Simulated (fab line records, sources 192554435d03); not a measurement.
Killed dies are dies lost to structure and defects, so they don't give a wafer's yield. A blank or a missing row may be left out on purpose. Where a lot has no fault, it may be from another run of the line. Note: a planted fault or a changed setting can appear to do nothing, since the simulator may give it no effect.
A struck lot beside a sound one	flow n5-finfet	23 steps out of a route of 1938
Sound: these wafers, L618.1, L618.4, L618.5. The struck wafers were L612.2, L612.3, L612.6. Last of all comes the cause.
Per side, at each step with rows, come the tool, then ch with its chambers, and then its first start. Under that, the readings that differ: sound wafers	struck wafers	difference of the means	sigmas: that difference in standard deviations of wafers without a fault.
alike: same words and numbers on both sides, and readings whose means sit less than 2 such deviations apart. not compared: any withheld reading, any reading some wafer has no value for, any bound like >300 that may hide the same value, and any number with overlapping values for which the record gives no deviation.
The two part at a step that has a row with sigmas, a row that says differs or no value, or rows on one side only. Numbers that have no deviation but don't overlap get no sigmas and don't part them. A reading missing from all wafers of one side parts the sides only when that side holds two or more wafers.

first, 6 steps without rows for these wafers: N5_BEOL_M0_SAQP_DESCUM_19 (chemistry O2, time 7.9 s); N5_BEOL_M0_SAQP_ETCH_83 (etches SiARC in CF4, target depth 39 nm, time 65 s); N5_BEOL_M0_SAQP_ETCH_84 (etches SOC in N2/H2, target depth 100 nm, overetch 20 nm, time 150 s); N5_BEOL_M0_SAQP_STRIP_80 (strips in N2/H2); N5_BEOL_M0_SAQP_HM_OPEN_112 (chemistry CHF3/O2, target SiO2, stops on a-Si, target depth 12 nm, time 13.5 s); N5_BEOL_M0_SAQP_STRIP_113 (strips in CHF3/O2).
N5_BEOL_M0_SAQP_MANDREL_ETCH_20: etches a-Si in HBr/Cl2, stops on SiNx, target depth 60 nm, bt time 10 s, time 30 s.
  sound on rie-si-06 ch 0,1,3, day 10 19:24; struck on rie-si-06 ch 0,1, day 9 04:41
  alike: drypump-motor-current-A, oes-product-au, throttle-valve-pct
  not compared: rf-hours-counter-h
N5_BEOL_M0_SAQP_STRIP_86: strips in N2/H2.
  sound on rie-diel-01 ch 0,1,3, day 10 19:31; struck on rie-diel-03 ch 2,3, day 9 04:54
  alike: bias-power-w, drypump-motor-current-A, oes-product-au, rf-vpp-V, showerhead-plenum-p-Torr, throttle-valve-pct
  not compared: rf-hours-counter-h
then, 2 steps without rows for these wafers: N5_BEOL_M0_SAQP_STRIP_115 (strips in post etch residue remover, time 60 s); N5_BEOL_M0_SAQP_SRD_93 (time 30 s).
N5_BEOL_M0_SAQP_RECESS_114: chemistry HF/NH3, target SiO2, target depth 14.4 nm, afs cycles 3, sublimation time 60 s.
  sound on vapor-etch-02 ch 0,1, day 10 19:38; struck on vapor-etch-01 ch 0,1, day 9 05:02
  alike: drypump-motor-current-A
N5_BEOL_M0_SAQP_SPACER1_ALD_98: deposits SiO2, target thk 12.8 nm, pulse time 1 s, purge time 2 s.
  sound on ald-sin-03 ch 0,1,3, day 10 20:02; struck on ald-sin-01 ch 0,1,3, day 9 05:25
  alike: heater-power-w, precursor-pulse-height-rel
N5_BEOL_M0_SAQP_SPACER1_ETCHBACK_99: etches SiO2 in CHF3/O2, target depth 15.4 nm, time 7.7 s.
  sound on rie-diel-01 ch 0,2,3, day 10 20:31; struck on rie-diel-03 ch 0,2,3, day 9 05:56
  no value came back on the struck wafers for any of 7 readings (CHF3_flow_sccm (sccm), O2_flow_sccm (sccm) and others); on the sound wafers CHF3_flow_sccm (sccm) reads 49.92 49.92 50.00
  not compared: rf-hours-counter-h
N5_BEOL_M0_SAQP_MANDREL1_REMOVE_100: chemistry HBr/Cl2/O2, target a-Si, stops on SiNx, bt time 10 s.
  sound on rie-si-06 ch 0,3, day 10 20:35; struck on rie-si-04 ch 1,2, day 9 06:01
reading	sound	struck	difference	sigmas
oes-product-au (a.u.)	0.971 1.021 0.979	0.384 0.365 0.366	-0.619	-31
  alike: drypump-motor-current-A, throttle-valve-pct
  not compared: rf-hours-counter-h
N5_BEOL_M0_SAQP_CD_MEAS_25: target cd 13.1 nm.
  sound on cd-sem-03 ch 0, day 10 20:42; struck on cd-sem-02 ch 0, day 9 06:08
reading	sound	struck	difference	sigmas
cd-nm (nm)	13.18 12.93 12.84	- - -	no value on the struck wafers	
N5_BEOL_M0_SAQP_ETCH_101: etches SiNx in CH3F/O2, target depth 29.9 nm, time 42.7 s.
  sound on rie-diel-05 ch 2,3, day 10 20:44; struck on rie-diel-01 ch 2,3, day 9 06:16
reading	sound	struck	difference	sigmas
oes-product-au (a.u.)	0.84 0.70 0.83	0.34 0.32 0.34	-0.46	-5
  alike: drypump-motor-current-A, rf-vpp-V, showerhead-plenum-p-Torr, throttle-valve-pct
  not compared: rf-hours-counter-h
N5_BEOL_M0_SAQP_ETCH_102: etches SiO2 in CF4, target depth 4 nm, time 4.4 s.
  sound on rie-si-04 ch 0,2,3, day 10 20:51; struck on rie-si-06 ch 1,2,3, day 9 06:22
  alike: cf4-flow-sccm, drypump-motor-current-A, oes-product-au, throttle-valve-pct
  not compared: rf-hours-counter-h
N5_BEOL_M0_SAQP_MANDREL_ETCH_103: etches a-Si in HBr/Cl2, stops on SiCN, target depth 45 nm, bt time 10 s, time 27 s.
  sound on rie-si-04 ch 0,2,3, day 10 20:53; struck on rie-si-06 ch 1,2,3, day 9 06:24
reading	sound	struck	difference	sigmas
oes-product-au (a.u.)	0.667 0.678 0.691	0.280 0.278 0.278	-0.400	-31
  alike: drypump-motor-current-A, throttle-valve-pct
  not compared: rf-hours-counter-h
then, 2 steps without rows for these wafers: N5_BEOL_M0_SAQP_RECESS_104 (chemistry HF/NH3, target SiO2, target depth 18 nm, afs cycles 3, sublimation time 60 s); N5_BEOL_M0_SAQP_COAT_105 (time 60 s, resist thk 100 nm).
N5_BEOL_M0_SAQP_ETCH_106: etches SOC in N2/H2, stops on SiNx, target depth 150 nm.
  sound on rie-diel-03 ch 0,1,3, day 10 21:25; struck on rie-diel-01 ch 1,2,3, day 9 06:58
reading	sound	struck	difference	sigmas
oes-product-au (a.u.)	0.80 0.85 0.74	0.33 0.32 0.33	-0.47	-6
  alike: drypump-motor-current-A, rf-vpp-V, showerhead-plenum-p-Torr, throttle-valve-pct
  not compared: rf-hours-counter-h
then, 1 step without rows for these wafers: N5_BEOL_M0_SAQP_ETCH_107 (etches SiNx in CH3F/O2, target depth 30 nm).
N5_BEOL_M4_RC_MEAS_101:
  the record has rows for the sound wafers here (prober-01 ch 0, day 13 02:44) and none for the struck ones

## WHERE THEY PART
At N5_BEOL_M0_SAQP_SPACER1_ETCHBACK_99 first; at N5_BEOL_M4_RC_MEAS_101 last (within this record only).

WHY: what had been put in by the simulator
Entire step skipped (rie-diel-03, N5_BEOL_M0_SAQP_SPACER1_ETCHBACK_99), from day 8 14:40 onward. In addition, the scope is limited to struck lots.
